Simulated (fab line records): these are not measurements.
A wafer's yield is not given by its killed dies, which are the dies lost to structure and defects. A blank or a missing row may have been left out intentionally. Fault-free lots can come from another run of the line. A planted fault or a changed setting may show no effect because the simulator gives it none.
Which tool did it? -- flow nandHarc -- 7 lots, 21 wafers sampled, at 2 steps of a route of 1302

## WHAT THE GAUGES READ, wafer by wafer
NHARC_HYBRID_BOND_INSPECT_06: inspects for defects (ir void).
lot,measured,on,rawDefectCount
L116,day 24 15:19,defectInspect-02,71 65 56
L119,day 25 03:30,defectInspect-01,132 128 121
L120,day 26 15:53,defectInspect-01,72 96 101
L126,day 28 16:21,defectInspect-01,94 119 103
L128,day 29 15:02,defectInspect-01,116 112 152
L135,day 32 10:34,defectInspect-01,152 136 144
L137,day 33 05:59,defectInspect-02,112 93 114

## EACH LOT AND THE TOOL THAT RAN IT (in order: tool; ch and the chambers of the sampled wafers; start)
lot,NHARC_A_BONDPAD_ANNEAL_28
L116,"rtpAnneal-02 ch 0, day 24 04:04"
L119,"rtpAnneal-02 ch 0, day 24 15:26"
L120,"rtpAnneal-02 ch 0, day 26 04:37"
L126,"rtpAnneal-01 ch 0, day 28 06:09"
L128,"rtpAnneal-02 ch 0, day 29 04:43"
L135,"rtpAnneal-01 ch 0, day 31 16:06"
L137,"rtpAnneal-01 ch 0, day 32 21:45"
- NHARC_A_BONDPAD_ANNEAL_28: time 90 s.

## THE ANSWER, worked out from the rows above alone
Rule: what is usual is taken from the lots themselves. Put in order of their means at a reading, lots are off if they are a third of the lots or fewer, leave a main group of 4 or more, and stand apart from it by a gap of 3 or more times the standard deviation of the main group's means; of several such gaps the widest counts. A main group whose means are all the same, to the digits that the tables above print for the reading, isn't used. Also off: a lot with no number at a reading for which 4 or more lots have one. Any other lot the step has rows for is counted as sound.
None of the lots is off at any reading shown; this tells nothing.

## WHAT WAS PUT IN BY THE SIMULATOR
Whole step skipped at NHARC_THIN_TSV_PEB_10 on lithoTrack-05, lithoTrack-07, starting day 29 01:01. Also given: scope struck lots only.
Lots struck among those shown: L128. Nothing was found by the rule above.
